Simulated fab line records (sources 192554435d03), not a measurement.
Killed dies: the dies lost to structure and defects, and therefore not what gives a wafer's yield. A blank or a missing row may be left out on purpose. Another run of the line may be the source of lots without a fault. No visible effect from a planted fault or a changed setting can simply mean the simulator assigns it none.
Split-lot experiment ; flow n5_finfet ; 7 lots, 21 wafers read, on a route of 1938 steps

== THE SPLIT ==
At N5_MOL_CONTACT_COAG_EXPOSE_37 (exposes mask VD, defocus 0 nm), the setting dose_mj was moved away from the recipe's 62 on 7 of the 21 wafers read, by -6.7% to +6.5%. For the rest of the wafers, this setting stayed at what the recipe calls for.

== FROM THE SPLIT TO THE READING: what the file shows between them, 5 steps ==
- N5_MOL_CONTACT_COAG_PEB_38: peb time 60 s
- N5_MOL_CONTACT_COAG_DEVELOP_39: develop time 30 s
- N5_MOL_CONTACT_COAG_CD_MEAS_40: target cd 25.1 nm
- N5_MOL_CONTACT_COAG_PRECLEAN_138: cleans in alkaline clean, time 60 s
- N5_MOL_CONTACT_COAG_SRD_139: time 30 s

== THE READING ==
cd_nm, in nm, at N5_MOL_CONTACT_COAG_CD_MEAS_101 (target cd 16 nm). Typical for fault-free wafers on this fab line: 16.0 nm, with standard deviation 0.32 nm.

wafer;tool, chamber at the split;dose_mj as run;against the recipe;cd_nm, nm;against lot-mates on the recipe
L075.2;euv_scanner-01, 0;62;recipe;16.3;-
L075.5;euv_scanner-01, 0;64.99;+4.8%;17.3;+1.1
L075.6;euv_scanner-01, 0;62;recipe;16.2;-
L076.2;euv_scanner-02, 0;62;recipe;16.6;-
L076.5;euv_scanner-02, 0;62;recipe;16.4;-
L076.6;euv_scanner-02, 0;62;recipe;16.1;-
L078.1;euv_scanner-01, 0;63.33;+2.1%;16.5;+1.1
L078.3;euv_scanner-01, 0;63.33;+2.1%;16.3;+0.9
L078.6;euv_scanner-01, 0;62;recipe;15.4;-
L081.1;euv_scanner-01, 0;62;recipe;16.3;-
L081.4;euv_scanner-01, 0;66.01;+6.5%;17.5;+1.4
L081.6;euv_scanner-01, 0;62;recipe;16.0;-
L085.1;euv_scanner-01, 0;62;recipe;15.4;-
L085.3;euv_scanner-01, 0;62;recipe;16.0;-
L085.6;euv_scanner-01, 0;62;recipe;16.2;-
L096.1;euv_scanner-02, 0;57.84;-6.7%;14.8;-1.4
L096.3;euv_scanner-02, 0;62;recipe;15.8;-
L096.4;euv_scanner-02, 0;62;recipe;16.7;-
L097.2;euv_scanner-01, 0;62;recipe;16.1;-
L097.3;euv_scanner-01, 0;63.72;+2.8%;16.3;+0.2
L097.6;euv_scanner-01, 0;63.72;+2.8%;16.1;+0.0

FIT RESULTS
A straight line over all 21 wafers: cd_nm changes by +0.191 nm for each +1% of dose_mj; r = +0.81; the points scatter about the line by 0.36 nm.
The same after taking each lot's own level away (the mean of its wafers on the recipe; 21 wafers): +0.21 nm for each +1%; r = +0.85; scatter 0.33 nm.
On that fit, the largest move of dose_mj shifts the reading by 1.4 nm.
From 15.40 to 16.37 nm: that is the span of the lots' own levels, equal to 3.0 times the standard deviation above.
Hence the lot-to-lot level has little effect on the slope; both slopes agree.
Check: -1.36 nm against its lot-mates is what the line predicts for one of the wafers moved furthest among these (-6.7%) when that wafer is left out of the fit. It came out at -1.45 nm against them.

== FURTHER SPLITS ON THESE WAFERS ==
These wafers also went through other splits before the reading. Each is held against what the fit with the lots' levels taken away leaves over:
other split on the same wafers;wafers away from the commonest value;r with cd_nm (lot level and that fit taken away)
N5_HKMG_FIN_EXPOSE_46 dose_mj;9;+0.20
N5_HKMG_FIN_DEVELOP_48 develop_time_s;9;+0.30

== THE WHOLE CHAIN: every reading that the file lists as answering this split, in the file's order ==
step;what it does;reading;change (the file's fit);r (the file's)
N5_MOL_CONTACT_COAG_CD_MEAS_40;target cd 25.1 nm;cd_nm;+0.222 nm for each +1% of the setting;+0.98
N5_MOL_CONTACT_COAG_CD_MEAS_101;target cd 16 nm;cd_nm;+0.211 nm for each +1% of the setting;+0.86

== FILE'S OWN FIT ==
cd_nm changes by +0.211 nm for each +1% of dose_mj, r = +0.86.
